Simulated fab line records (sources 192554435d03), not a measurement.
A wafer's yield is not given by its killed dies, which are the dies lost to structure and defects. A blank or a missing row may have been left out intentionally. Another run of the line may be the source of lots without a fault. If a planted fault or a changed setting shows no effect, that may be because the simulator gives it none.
fab line records :: flow n5-finfet
record:
  lots: 5
  wafers: 15
  last-day: 17
route steps=1938 shown FIN_SAQP@114 PASSIVATION@1936
lots that met no fault: from a run of the same line without faults
start-h: hours from the record's first day to the start of the lot's first wafer shown :: wait-h: hours from the lot's prior step to this one :: " repeats the value in the row above :: L1.1+2: a single row standing in for several wafers :: - no value, or no start was given :: * or withheld: withheld :: < > ~ a bound
route shown NAME@n: NAME is a module with steps in the file, n the number in the route of the first one :: usual: mean and standard deviation over wafers with no fault :: same: alike in all rows :: chamber/n: place in a boat :: sites: the reading at each site :: _std_site: the standard deviation of these :: _edge_site: mean of outer sites minus mean of inner sites :: radius-mm: how far each site lies from the wafer's centre :: mask NAME#n: copy n :: behind: the most recent tool/chamber to have shaped the wafer :: hold: why the lot was held/for how many hours/how that ended :: device: which transistor (n, p or np) failed to switch :: end of line: the same wafers' tests at the end of the route :: a step with no rows: only its recipe :: killed: dies lost to structure and defects at the first sort, not the wafer's yield :: map: a wafer's dies, x killed, . not, _ none there
set.NAME: the setting the step ran with; set.NAME@STEP: the setting that earlier step ran with :: model.NAME: the simulator's own value behind a step, which no gauge read
lots at selected steps of the route; one table per step, one row per wafer
services: from which hour (start-h, from the record's first day; less than 0 if before it) a tool's chamber was out of use, for how many hours, and why
== steps ==
step: N5_FIN_SAQP_DESCUM_21
recipe:
  chemistry: O2
  time-s: 7.9
  source-power-w: 50
  bias-power-w: 20
  pressure-mtorr: 20
  rf-frequency-hz: 2.712e+07
  temp-c: 40
  resist: CAR-ArF
  o2-flow-sccm: 225
step: N5_FIN_SAQP_ETCH_51
recipe:
  chemistry: CF4
  target: SiARC
  target-depth-a: 455
  mask-material: CAR-ArF
  time-s: 75.8
  ion-energy-ev: 80
  pressure-mtorr: 40
  source-w: 545
  bias-w: 36
  Ar_flow_sccm: 100
  cf4-flow-sccm: 100
  ends: cleared
step: N5_FIN_SAQP_ETCH_52
recipe:
  chemistry: N2/H2
  target: SOC
  target-depth-a: 1000
  overetch-a: 200
  mask-material: SiARC
  temp-c: 40
  time-s: 150
  ion-energy-ev: 200
  pressure-mtorr: 30
  source-w: 840
  bias-w: 150
  n2-flow-sccm: 200
  h2-flow-sccm: 200
  ends: end-point
step: N5_FIN_SAQP_STRIP_53
recipe:
  chemistry: N2/H2
  temp-c: 40
  n2-flow-sccm: 200
  h2-flow-sccm: 200
  rf-frequency-hz: 6e+07
step: N5_FIN_SAQP_HM_OPEN_73
recipe:
  chemistry: CHF3/O2
  target: SiO2
  stop-on: a-Si
  target-depth-a: 120
  over-etch-frac: 1.8
  mask-material: SOC
  time-s: 16.8
  pressure-mtorr: 30
  source-w: 650
  bias-w: 170
  Ar_flow_sccm: 200
  CHF3_flow_sccm: 50
  O2_flow_sccm: 5
  ion-energy-ev: 200
  ends: end-point
step: N5_FIN_SAQP_STRIP_74
recipe:
  chemistry: CHF3/O2
  resist: SiARC
  rf-frequency-hz: 6e+07
step: N5_FIN_SAQP_MANDREL_ETCH_22
recipe:
  target-depth-a: 600
  chemistry: HBr/Cl2
  target: a-Si
  stop-on: SiNx
  bt-time-s: 10
  over-etch-frac: 0.5
  time-s: 30
  pressure-mtorr: 10
  icp-w: 800
  bias-w: 75
  HBr_flow_sccm: 150
  Cl2_flow_sccm: 80
  ends: end-point
step: N5_FIN_SAQP_STRIP_55
recipe:
  chemistry: N2/H2
  power-w: 500
  temp-c: 40
  pressure-mtorr: 50
  rf-frequency-hz: 6e+07
  overash-fraction: 0.3
  bias-power-w: 28
  h2-frac: 0.5
  n2-flow-sccm: 300
  h2-flow-sccm: 300
step: N5_FIN_SAQP_STRIP_23
recipe:
  chemistry: SPM
  time-s: 750
  temp-c: 130
  h2so4-h2o2-vol-ratio: 4
step: N5_FIN_SAQP_SRD_66
recipe:
  dry: ipa-marangoni
  time-s: 30
  temp-c: 23
  rinse-liquid: diw
step: N5_FIN_SAQP_RECESS_75
recipe:
  chemistry: HF/NH3
  target: SiO2
  target-depth-a: 144
  afs-cycles: 3
  temp-c: 30
  sublimation-temp-c: 180
  sublimation-time-s: 60
usual:
  afs-cycles: 3/0
  drypump-motor-current-A: 5.73/0.21
  sublimation-temp-c: 179.99/0.16
  sublimation-time-s: 60/0
lot.wafer: L473.1
tool: vapor-etch-02
chamber: 0
start-h: 106.43
wait-h: 0.0
afs-cycles: 3
drypump-motor-current-A: 5.42
sublimation-temp-c: 179.98
sublimation-time-s: 60
model.SiO2_of_FIN_SAQP_HM_DEP_72.thk-nm: 0

lot.wafer: L473.2
tool: vapor-etch-02
chamber: 1
start-h: 106.43
wait-h: 0.0
afs-cycles: 3
drypump-motor-current-A: 5.70
sublimation-temp-c: 179.93
sublimation-time-s: 60
model.SiO2_of_FIN_SAQP_HM_DEP_72.thk-nm: 0

lot.wafer: L473.3
tool: vapor-etch-02
chamber: 1
start-h: 106.43
wait-h: 0.0
afs-cycles: 3
drypump-motor-current-A: 5.73
sublimation-temp-c: 179.83
sublimation-time-s: 60
model.SiO2_of_FIN_SAQP_HM_DEP_72.thk-nm: 0

lot.wafer: L476.1
tool: vapor-etch-02
chamber: 1
start-h: 126.23
wait-h: 0.0
afs-cycles: -
drypump-motor-current-A: -
sublimation-temp-c: -
sublimation-time-s: -
model.SiO2_of_FIN_SAQP_HM_DEP_72.thk-nm: 11.66

lot.wafer: L476.3
tool: vapor-etch-02
chamber: 1
start-h: 126.23
wait-h: 0.0
afs-cycles: -
drypump-motor-current-A: -
sublimation-temp-c: -
sublimation-time-s: -
model.SiO2_of_FIN_SAQP_HM_DEP_72.thk-nm: 11.74

lot.wafer: L476.5
tool: vapor-etch-02
chamber: 0
start-h: 126.23
wait-h: 0.0
afs-cycles: -
drypump-motor-current-A: -
sublimation-temp-c: -
sublimation-time-s: -
model.SiO2_of_FIN_SAQP_HM_DEP_72.thk-nm: 11.62

lot.wafer: L477.4
tool: vapor-etch-01
chamber: 0
start-h: 132.46
wait-h: 0.1
afs-cycles: -
drypump-motor-current-A: -
sublimation-temp-c: -
sublimation-time-s: -
model.SiO2_of_FIN_SAQP_HM_DEP_72.thk-nm: 11.75

lot.wafer: L477.5
tool: vapor-etch-01
chamber: 1
start-h: 132.46
wait-h: 0.1
afs-cycles: -
drypump-motor-current-A: -
sublimation-temp-c: -
sublimation-time-s: -
model.SiO2_of_FIN_SAQP_HM_DEP_72.thk-nm: 11.9

lot.wafer: L477.6
tool: vapor-etch-01
chamber: 0
start-h: 132.46
wait-h: 0.1
afs-cycles: -
drypump-motor-current-A: -
sublimation-temp-c: -
sublimation-time-s: -
model.SiO2_of_FIN_SAQP_HM_DEP_72.thk-nm: 12.06

lot.wafer: L478.1
tool: vapor-etch-02
chamber: 1
start-h: 136.65
wait-h: 0.0
afs-cycles: -
drypump-motor-current-A: -
sublimation-temp-c: -
sublimation-time-s: -
model.SiO2_of_FIN_SAQP_HM_DEP_72.thk-nm: 12.08

lot.wafer: L478.3
tool: vapor-etch-02
chamber: 0
start-h: 136.65
wait-h: 0.0
afs-cycles: -
drypump-motor-current-A: -
sublimation-temp-c: -
sublimation-time-s: -
model.SiO2_of_FIN_SAQP_HM_DEP_72.thk-nm: 12.14

lot.wafer: L478.6
tool: vapor-etch-02
chamber: 1
start-h: 136.65
wait-h: 0.0
afs-cycles: -
drypump-motor-current-A: -
sublimation-temp-c: -
sublimation-time-s: -
model.SiO2_of_FIN_SAQP_HM_DEP_72.thk-nm: 12.31

lot.wafer: L480.1
tool: vapor-etch-02
chamber: 1
start-h: 147.97
wait-h: 0.0
afs-cycles: 3
drypump-motor-current-A: 5.66
sublimation-temp-c: 179.86
sublimation-time-s: 60
model.SiO2_of_FIN_SAQP_HM_DEP_72.thk-nm: 0

lot.wafer: L480.3
tool: vapor-etch-02
chamber: 1
start-h: 147.97
wait-h: 0.0
afs-cycles: 3
drypump-motor-current-A: 5.71
sublimation-temp-c: 179.91
sublimation-time-s: 60
model.SiO2_of_FIN_SAQP_HM_DEP_72.thk-nm: 0

lot.wafer: L480.4
tool: vapor-etch-02
chamber: 0
start-h: 147.97
wait-h: 0.0
afs-cycles: 3
drypump-motor-current-A: 5.39
sublimation-temp-c: 179.84
sublimation-time-s: 60
model.SiO2_of_FIN_SAQP_HM_DEP_72.thk-nm: 0
step: N5_FIN_SAQP_SPACER1_ALD_24
recipe:
  material: SiO2
  target-thk-a: 203
  temp-c: 300
  ald-precursor-family: BDEAS
  ald-co-reactant: O2-plasma
  pulse-time-s: 1
  purge-time-s: 2
  co-reactant-purge-time-s: 2
  ald-cycles: 218
  pressure-torr: 2
step: N5_FIN_SAQP_SPACER1_ETCHBACK_25
recipe:
  chemistry: CHF3/O2
  mode: anisotropic-etchback
  target: SiO2
  target-depth-a: 244
  time-s: 12.2
  pressure-mtorr: 30
  source-w: 650
  bias-w: 170
  Ar_flow_sccm: 200
  CHF3_flow_sccm: 50
  O2_flow_sccm: 5
  ion-energy-ev: 200
step: N5_FIN_SAQP_MANDREL1_REMOVE_56
recipe:
  chemistry: HBr/Cl2/O2
  bt-time-s: 10
  target: a-Si
  stop-on: SiNx
  endpoint: OES-SiCl
  over-etch-frac: 1
  icp-w: 600
  bias-w: 22
  HBr_flow_sccm: 150
  Cl2_flow_sccm: 80
  O2_flow_sccm: 5
  pressure-mtorr: 10
step: N5_FIN_SAQP_ETCH_57
recipe:
  chemistry: CH3F/O2
  target: SiNx
  mask-material: SiO2
  target-depth-a: 325
  time-s: 46.4
  pressure-mtorr: 30
  source-w: 395
  bias-w: 73
  Ar_flow_sccm: 150
  CH3F_flow_sccm: 30
  O2_flow_sccm: 20
  ion-energy-ev: 120
  ends: cleared
step: N5_FIN_SAQP_ETCH_65
recipe:
  chemistry: CF4
  target: SiO2
  target-depth-a: 40
  ion-energy-ev: 350
  time-s: 4.4
  pressure-mtorr: 10
  icp-w: 800
  bias-w: 400
  cf4-flow-sccm: 80
step: N5_FIN_SAQP_MANDREL_ETCH_58
recipe:
  chemistry: HBr/Cl2
  target: a-Si
  target-depth-a: 450
  bt-time-s: 10
  stop-on: SiNx
  mask-material: SiO2
  over-etch-frac: 0.8
  time-s: 27
  pressure-mtorr: 10
  icp-w: 800
  bias-w: 75
  HBr_flow_sccm: 150
  Cl2_flow_sccm: 80
  ends: end-point
step: N5_FIN_SAQP_RECESS_63
recipe:
  chemistry: HF/NH3
  target: SiO2
  target-depth-a: 180
  afs-cycles: 3
  temp-c: 30
  sublimation-temp-c: 180
  sublimation-time-s: 60
step: N5_FIN_SAQP_COAT_68
recipe:
  resist: SOC
  temp-c: 250
  time-s: 60
  spin-rpm: 1500
  resist-thk-nm: 100
step: N5_FIN_SAQP_ETCH_69
recipe:
  chemistry: N2/H2
  target: SOC
  target-depth-a: 1500
  stop-on: SiNx
  ion-energy-ev: 100
  bias-w: 61
  pressure-mtorr: 30
  source-w: 850
  n2-flow-sccm: 200
  h2-flow-sccm: 200
usual:
  bias-w: 61.00/0.18
  chamber-pressure-mTorr: 29.999/0.028
  drypump-motor-current-A: 5.6/0.4
  oes-product-au: 0.77/0.077
  rf-vpp-V: 240.6/1.2
  showerhead-plenum-p-Torr: 2.53/0.08
  throttle-valve-pct: 17.82/0.29
lot.wafer: L473.1
tool: rie-diel-04
chamber: 3
start-h: 108.57
wait-h: -
bias-w: 60.74
chamber-pressure-mTorr: 29.959
drypump-motor-current-A: 5.5
oes-product-au: 0.80
rf-hours-counter-h: 97
rf-vpp-V: 241.0
showerhead-plenum-p-Torr: 2.42
throttle-valve-pct: 17.40
model.SiO2_of_FIN_SAQP_HM_DEP_72.thk-nm: 0

lot.wafer: L473.2
tool: rie-diel-04
chamber: 0
start-h: 108.57
wait-h: -
bias-w: 60.87
chamber-pressure-mTorr: 30.001
drypump-motor-current-A: 6.1
oes-product-au: 0.74
rf-hours-counter-h: 188
rf-vpp-V: 241.5
showerhead-plenum-p-Torr: 2.64
throttle-valve-pct: 17.86
model.SiO2_of_FIN_SAQP_HM_DEP_72.thk-nm: 0

lot.wafer: L473.3
tool: rie-diel-04
chamber: 1
start-h: 108.57
wait-h: -
bias-w: 61.12
chamber-pressure-mTorr: 30.030
drypump-motor-current-A: 5.1
oes-product-au: 0.77
rf-hours-counter-h: 127
rf-vpp-V: 240.0
showerhead-plenum-p-Torr: 2.46
throttle-valve-pct: 18.34
model.SiO2_of_FIN_SAQP_HM_DEP_72.thk-nm: 0

lot.wafer: L476.1
tool: rie-diel-02
chamber: 0
start-h: 129.88
wait-h: -
bias-w: 61.05
chamber-pressure-mTorr: 29.961
drypump-motor-current-A: 5.9
oes-product-au: 0.71
rf-hours-counter-h: 214
rf-vpp-V: 241.7
showerhead-plenum-p-Torr: 2.62
throttle-valve-pct: 17.66
model.SiO2_of_FIN_SAQP_HM_DEP_72.thk-nm: 11.66

lot.wafer: L476.3
tool: rie-diel-02
chamber: 2
start-h: 129.88
wait-h: -
bias-w: 61.05
chamber-pressure-mTorr: 30.036
drypump-motor-current-A: 4.8
oes-product-au: 0.75
rf-hours-counter-h: 162
rf-vpp-V: 241.9
showerhead-plenum-p-Torr: 2.65
throttle-valve-pct: 17.80
model.SiO2_of_FIN_SAQP_HM_DEP_72.thk-nm: 11.74

lot.wafer: L476.5
tool: rie-diel-02
chamber: 3
start-h: 129.88
wait-h: -
bias-w: 61.11
chamber-pressure-mTorr: 29.976
drypump-motor-current-A: 5.2
oes-product-au: 0.87
rf-hours-counter-h: -
rf-vpp-V: 240.3
showerhead-plenum-p-Torr: 2.51
throttle-valve-pct: 18.05
model.SiO2_of_FIN_SAQP_HM_DEP_72.thk-nm: 11.6

lot.wafer: L477.4
tool: rie-diel-04
chamber: 3
start-h: 134.45
wait-h: -
bias-w: 61.07
chamber-pressure-mTorr: 29.983
drypump-motor-current-A: 5.5
oes-product-au: 0.79
rf-hours-counter-h: 106
rf-vpp-V: 240.6
showerhead-plenum-p-Torr: 2.42
throttle-valve-pct: 17.40
model.SiO2_of_FIN_SAQP_HM_DEP_72.thk-nm: 11.8

lot.wafer: L477.5
tool: rie-diel-04
chamber: 1
start-h: 134.45
wait-h: -
bias-w: 61.10
chamber-pressure-mTorr: 30.048
drypump-motor-current-A: 5.1
oes-product-au: 0.76
rf-hours-counter-h: -
rf-vpp-V: 238.8
showerhead-plenum-p-Torr: 2.46
throttle-valve-pct: 18.35
model.SiO2_of_FIN_SAQP_HM_DEP_72.thk-nm: 11.9

lot.wafer: L477.6
tool: rie-diel-04
chamber: 2
start-h: 134.45
wait-h: -
bias-w: 61.12
chamber-pressure-mTorr: 29.973
drypump-motor-current-A: 6.0
oes-product-au: 0.70
rf-hours-counter-h: -
rf-vpp-V: 239.9
showerhead-plenum-p-Torr: 2.50
throttle-valve-pct: 17.64
model.SiO2_of_FIN_SAQP_HM_DEP_72.thk-nm: 12.06

lot.wafer: L478.1
tool: rie-diel-02
chamber: 0
start-h: 139.17
wait-h: -
bias-w: 61.27
chamber-pressure-mTorr: 30.014
drypump-motor-current-A: 5.9
oes-product-au: 0.71
rf-hours-counter-h: 218
rf-vpp-V: 240.8
showerhead-plenum-p-Torr: 2.62
throttle-valve-pct: 17.68
model.SiO2_of_FIN_SAQP_HM_DEP_72.thk-nm: 12.08

lot.wafer: L478.3
tool: rie-diel-02
chamber: 2
start-h: 139.17
wait-h: -
bias-w: 61.15
chamber-pressure-mTorr: 29.981
drypump-motor-current-A: 4.9
oes-product-au: 0.75
rf-hours-counter-h: 165
rf-vpp-V: 241.5
showerhead-plenum-p-Torr: 2.65
throttle-valve-pct: 17.81
model.SiO2_of_FIN_SAQP_HM_DEP_72.thk-nm: 12.14

lot.wafer: L478.6
tool: rie-diel-02
chamber: 0
start-h: 139.17
wait-h: -
bias-w: 61.40
chamber-pressure-mTorr: 29.960
drypump-motor-current-A: 5.9
oes-product-au: 0.70
rf-hours-counter-h: -
rf-vpp-V: 241.6
showerhead-plenum-p-Torr: 2.62
throttle-valve-pct: 17.67
model.SiO2_of_FIN_SAQP_HM_DEP_72.thk-nm: 12.31

lot.wafer: L480.1
tool: rie-diel-02
chamber: 0
start-h: 150.24
wait-h: -
bias-w: 61.15
chamber-pressure-mTorr: 30.021
drypump-motor-current-A: 5.9
oes-product-au: 0.71
rf-hours-counter-h: 220
rf-vpp-V: 242.5
showerhead-plenum-p-Torr: 2.62
throttle-valve-pct: 17.68
model.SiO2_of_FIN_SAQP_HM_DEP_72.thk-nm: 0

lot.wafer: L480.3
tool: rie-diel-02
chamber: 3
start-h: 150.24
wait-h: -
bias-w: 61.27
chamber-pressure-mTorr: 29.988
drypump-motor-current-A: 5.2
oes-product-au: 0.87
rf-hours-counter-h: 39
rf-vpp-V: 240.2
showerhead-plenum-p-Torr: 2.51
throttle-valve-pct: 18.08
model.SiO2_of_FIN_SAQP_HM_DEP_72.thk-nm: 0

lot.wafer: L480.4
tool: rie-diel-02
chamber: 2
start-h: 150.24
wait-h: -
bias-w: 60.93
chamber-pressure-mTorr: 30.012
drypump-motor-current-A: 4.8
oes-product-au: 0.74
rf-hours-counter-h: 169
rf-vpp-V: 242.1
showerhead-plenum-p-Torr: 2.65
throttle-valve-pct: 17.80
model.SiO2_of_FIN_SAQP_HM_DEP_72.thk-nm: 0
step: N5_FIN_SAQP_ETCH_67
recipe:
  chemistry: CH3F/O2
  target: SiNx
  target-depth-a: 300
  mask-material: SOC
  pressure-mtorr: 30
  source-w: 395
  bias-w: 73
  Ar_flow_sccm: 150
  CH3F_flow_sccm: 30
  O2_flow_sccm: 20
  ion-energy-ev: 120
step: N5_PASSIVATION_PROBE_49
usual:
  defect-limited-yield: 91.3/1.5
  killed_at_M0_to_M3: 35/8.7
  killed_at_M4_up: 14/5.5
  killed-at-contacts: 11/5.6
  killed-at-front-end: 39/13
  killed-at-other: 3.7/2.2
  killed-dies: 103/18
  killed-on-rim: 14/4.4
  killed-open: 69/14
  killed-short: 33/7.8
  sort_bin_5_function: 5.1/0.99
  sort_bin_6_memory: 3.3/0.67
  sort_bin_8_speed: 0.02/0.17
  sort-n-pass: 1077/18
  sort-yield-pct: 91.2/1.5
same:
  gross-dies: 1180
  killed-at-back-side: 0
  sort_bin_4_leakage[%]: 0
lot.wafer: L473.2
tool: prober-02
chamber: -
start-h: 350.83
wait-h: 0.1
defect-limited-yield[%]: 89.6
killed_at_M0_to_M3: 50
killed_at_M4_up: 17
killed-at-contacts: 12
killed-at-front-end: 43
killed-at-other: 1
killed-dies: 123
killed-on-rim: 17
killed-open: 86
killed-short: 35
sort_bin_5_function[%]: 6.4
sort_bin_6_memory[%]: 3.7
sort_bin_8_speed[%]: 0
sort-n-pass: 1057
sort-yield-pct[%]: 89.6

lot.wafer: L476.1
tool: prober-01
chamber: -
start-h: 377.95
wait-h: 0.0
defect-limited-yield[%]: 0
killed_at_M0_to_M3: 23
killed_at_M4_up: 12
killed-at-contacts: 5
killed-at-front-end: 1136
killed-at-other: 4
killed-dies: 1180
killed-on-rim: 152
killed-open: 41
killed-short: 22
sort_bin_5_function[%]: 98.1
sort_bin_6_memory[%]: 1.7
sort_bin_8_speed[%]: 0
sort-n-pass: 0
sort-yield-pct[%]: 0

lot.wafer: L476.3
tool: prober-01
chamber: -
start-h: 378.05
wait-h: 0.1
defect-limited-yield[%]: 0
killed_at_M0_to_M3: 12
killed_at_M4_up: 11
killed-at-contacts: 18
killed-at-front-end: 1130
killed-at-other: 9
killed-dies: 1180
killed-on-rim: 152
killed-open: 38
killed-short: 20
sort_bin_5_function[%]: 97.3
sort_bin_6_memory[%]: 2.5
sort_bin_8_speed[%]: 0
sort-n-pass: 0
sort-yield-pct[%]: 0

lot.wafer: L476.5
tool: prober-01
chamber: -
start-h: 378.15
wait-h: 0.2
defect-limited-yield[%]: 0
killed_at_M0_to_M3: 30
killed_at_M4_up: 13
killed-at-contacts: 4
killed-at-front-end: 1128
killed-at-other: 5
killed-dies: 1180
killed-on-rim: 152
killed-open: 51
killed-short: 15
sort_bin_5_function[%]: 97.7
sort_bin_6_memory[%]: 2.3
sort_bin_8_speed[%]: 0
sort-n-pass: 0
sort-yield-pct[%]: 0

lot.wafer: L480.1
tool: prober-01
chamber: -
start-h: 413.40
wait-h: 0.0
defect-limited-yield[%]: 90.3
killed_at_M0_to_M3: 27
killed_at_M4_up: 14
killed-at-contacts: 16
killed-at-front-end: 57
killed-at-other: 1
killed-dies: 115
killed-on-rim: 14
killed-open: 80
killed-short: 34
sort_bin_5_function[%]: 5.3
sort_bin_6_memory[%]: 4.2
sort_bin_8_speed[%]: 0
sort-n-pass: 1065
sort-yield-pct[%]: 90.3

lot.wafer: L480.3
tool: prober-01
chamber: -
start-h: 413.50
wait-h: 0.1
defect-limited-yield[%]: 91.9
killed_at_M0_to_M3: 29
killed_at_M4_up: 20
killed-at-contacts: 5
killed-at-front-end: 42
killed-at-other: 0
killed-dies: 96
killed-on-rim: 11
killed-open: 69
killed-short: 24
sort_bin_5_function[%]: 4.5
sort_bin_6_memory[%]: 3.2
sort_bin_8_speed[%]: 0.17
sort-n-pass: 1082
sort-yield-pct[%]: 91.7

lot.wafer: L480.4
tool: prober-01
chamber: -
start-h: 413.55
wait-h: 0.2
defect-limited-yield[%]: 91.9
killed_at_M0_to_M3: 32
killed_at_M4_up: 11
killed-at-contacts: 11
killed-at-front-end: 42
killed-at-other: 0
killed-dies: 96
killed-on-rim: 12
killed-open: 71
killed-short: 22
sort_bin_5_function[%]: 4.5
sort_bin_6_memory[%]: 3.5
sort_bin_8_speed[%]: 0
sort-n-pass: 1084
sort-yield-pct[%]: 91.9
killed by level:class
L473.2 BEOL_M0_SAQP:geometric-particle:open=14 BEOL_M3:geometric-particle:open=11 MOL_CONTACT_COAG:geometric-particle:open=10 FIN_SAQP:geometric-particle:open=7 FIN_SAQP:geometric-particle:short=7 STI_FIN_REVEAL:geometric-particle:open=6 BEOL_M0_SAQP:geometric-particle:short=6 BEOL_M2:geometric-particle:open=6
L476.1 FIN_SAQP:area-recess=1115 BEOL_M2:geometric-particle:open=6 STI_FIN_REVEAL:geometric-particle:open=5 STARTING-WAFER:geometric-particle:short=5 BEOL_M1:geometric-particle:open=4 FIN_SAQP:geometric-particle:open=3 MOL_CONTACT_COAG:geometric-particle:open=3 BEOL_M0_SAQP:geometric-particle:short=3
L476.3 FIN_SAQP:area-recess=1118 MOL_CONTACT_COAG:geometric-particle:open=14 MOL_CONTACT_COAG:geometric-particle:short=4 FIN_SAQP:geometric-particle:open=3 BEOL_M3:geometric-particle:open=3 ILD0:geometric-particle:short=3 BEOL_M5:coat-microbubble-printed=3 BEOL_M4:geometric-particle:open=3
L476.5 FIN_SAQP:area-recess=1114 BEOL_M3:geometric-particle:open=10 BEOL_M0_SAQP:geometric-particle:open=7 BEOL_M2:geometric-particle:open=7 STI_FIN_REVEAL:geometric-particle:short=5 STI_FIN_REVEAL:geometric-particle:open=4 MOL_CONTACT_COAG:geometric-particle:open=4 BEOL_M5:geometric-particle:open=4
L480.1 FIN_SAQP:geometric-particle:open=26 MOL_CONTACT_COAG:geometric-particle:open=13 FIN_SAQP:geometric-particle:short=9 STI_FIN_REVEAL:geometric-particle:open=7 BEOL_M0_SAQP:geometric-particle:short=7 BEOL_M3:geometric-particle:open=6 BEOL_M4:geometric-particle:open=5 ILD0:geometric-particle:open=4
L480.3 FIN_SAQP:geometric-particle:open=19 BEOL_M3:geometric-particle:open=9 FIN_SAQP:geometric-particle:short=7 BEOL_M0_SAQP:geometric-particle:open=7 BEOL_M4:geometric-particle:open=7 MOL_CONTACT_COAG:geometric-particle:open=5 BEOL_M0_SAQP:geometric-particle:short=5 BEOL_M5:geometric-particle:open=5
L480.4 FIN_SAQP:geometric-particle:open=18 BEOL_M3:geometric-particle:open=14 MOL_CONTACT_COAG:geometric-particle:open=9 STI_FIN_REVEAL:geometric-particle:open=6 FIN_SAQP:geometric-particle:short=5 BEOL_M1:geometric-particle:open=5 BEOL_M3:geometric-particle:short=5 BEOL_M5:geometric-particle:open=4
map L476.1 (x killed, . not)
_________________xxxxxxxxxxxx________________
______________xxxxxxxxxxxxxxxxxx_____________
___________xxxxxxxxxxxxxxxxxxxxxxxx__________
__________xxxxxxxxxxxxxxxxxxxxxxxxxx_________
________xxxxxxxxxxxxxxxxxxxxxxxxxxxxxx_______
_______xxxxxxxxxxxxxxxxxxxxxxxxxxxxxxxx______
______xxxxxxxxxxxxxxxxxxxxxxxxxxxxxxxxxx_____
_____xxxxxxxxxxxxxxxxxxxxxxxxxxxxxxxxxxxx____
____xxxxxxxxxxxxxxxxxxxxxxxxxxxxxxxxxxxxxx___
___xxxxxxxxxxxxxxxxxxxxxxxxxxxxxxxxxxxxxxxx__
___xxxxxxxxxxxxxxxxxxxxxxxxxxxxxxxxxxxxxxxx__
__xxxxxxxxxxxxxxxxxxxxxxxxxxxxxxxxxxxxxxxxxx_
__xxxxxxxxxxxxxxxxxxxxxxxxxxxxxxxxxxxxxxxxxx_
_xxxxxxxxxxxxxxxxxxxxxxxxxxxxxxxxxxxxxxxxxxxx
_xxxxxxxxxxxxxxxxxxxxxxxxxxxxxxxxxxxxxxxxxxxx
_xxxxxxxxxxxxxxxxxxxxxxxxxxxxxxxxxxxxxxxxxxxx
_xxxxxxxxxxxxxxxxxxxxxxxxxxxxxxxxxxxxxxxxxxxx
_xxxxxxxxxxxxxxxxxxxxxxxxxxxxxxxxxxxxxxxxxxxx
_xxxxxxxxxxxxxxxxxxxxxxxxxxxxxxxxxxxxxxxxxxxx
_xxxxxxxxxxxxxxxxxxxxxxxxxxxxxxxxxxxxxxxxxxxx
_xxxxxxxxxxxxxxxxxxxxxxxxxxxxxxxxxxxxxxxxxxxx
__xxxxxxxxxxxxxxxxxxxxxxxxxxxxxxxxxxxxxxxxxx_
__xxxxxxxxxxxxxxxxxxxxxxxxxxxxxxxxxxxxxxxxxx_
___xxxxxxxxxxxxxxxxxxxxxxxxxxxxxxxxxxxxxxxx__
___xxxxxxxxxxxxxxxxxxxxxxxxxxxxxxxxxxxxxxxx__
____xxxxxxxxxxxxxxxxxxxxxxxxxxxxxxxxxxxxxx___
_____xxxxxxxxxxxxxxxxxxxxxxxxxxxxxxxxxxxx____
______xxxxxxxxxxxxxxxxxxxxxxxxxxxxxxxxxx_____
_______xxxxxxxxxxxxxxxxxxxxxxxxxxxxxxxx______
________xxxxxxxxxxxxxxxxxxxxxxxxxxxxxx_______
__________xxxxxxxxxxxxxxxxxxxxxxxxxx_________
___________xxxxxxxxxxxxxxxxxxxxxxxx__________
______________xxxxxxxxxxxxxxxxxx_____________
_________________xxxxxxxxxxxx________________
map L473.3 (x killed, . not)
_________________.x..........________________
______________..xx.............._____________
___________.x...................x..__________
__________.x....x......x...........x_________
________...............x....x.x......._______
_______................................______
______................x.......x.......x._____
_____............x...x...x.......x.......____
____.....x.x....................x.........___
___.....x.......x.............x.....x..x..x__
___...............x.x....x..x..............__
__...................x...x...............x.x_
__..x.....x......x.x....................x..x_
_............x..........................x....
_....xx....x.....x..........x................
_..xx..x.x..x................................
_.......x...x.x......x.................x.....
_.................x.............x.x..x..xx...
_.x............x.x.x.x...x...................
_.....x..............x..........x............
_...................x........x...x..x.x......
__........x...x....................x......xx_
__..x...........x...............x.x...x....._
___.........x......x.x...x..x...........x..__
___....x....x.....x..x...............x.x..x__
____...xxx.....x....x.....x..............x___
_____............xx...........x.......x..____
______.........x.......x................_____
_______...x.............x....x.........______
________..x.....xxx..................._______
__________.....x..........x........._________
___________..xx..x.....x.x.....x...__________
______________.......x.x........_____________
_________________....x.......________________
== services ==
tool: vapor-etch-01
chamber: -
start-h: 99.84
hours: 0.2
kind: repair
== key ==
first-sign:
  step: N5_FIN_SAQP_RECESS_75
  reading: tool-record
  direction: missing
effect:
  step: N5_PASSIVATION_PROBE_49
  reading: sort_bin_5_function
  direction: up
  sigmas: 94
  usual: 5.1
  struck: 97.7
model-effect:
  step: N5_FIN_SAQP_RECESS_75
  value: SiO2_of_FIN_SAQP_HM_DEP_72.thk-nm
  without: 0
  struck: 11.92
model-effect:
  step: N5_FIN_SAQP_ETCH_69
  value: SiO2_of_FIN_SAQP_HM_DEP_72.thk-nm
  without: 0
  struck: 11.7
more-kills-born-at:
  N5_FIN_SAQP_RECESS_75@vapor-etch-02: 3347
met-at N5_FIN_SAQP_RECESS_75
struck-wafers L476.1,L476.3,L476.5,L477.4,L477.5,L477.6,L478.1,L478.3,L478.6
rows-end L477.4,L477.5,L477.6,L478.1,L478.3,L478.6
later-rows-left-out L476.1,L476.3,L476.5
onset-between 106.43 126.23
fault:
  kind: skipped-step-whole
  tool: vapor-etch-01,vapor-etch-02
  chamber: -
  onset-h: 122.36
  steps: N5_FIN_SAQP_RECESS_75
  scope: struck-lots-only
later-rows-left-out: the simulator's readings of these wafers behind a module that went badly wrong aren't trusted and aren't shown, but for the sort
rows-end: these wafers met a further fault down the route, and their rows from its step on are left out
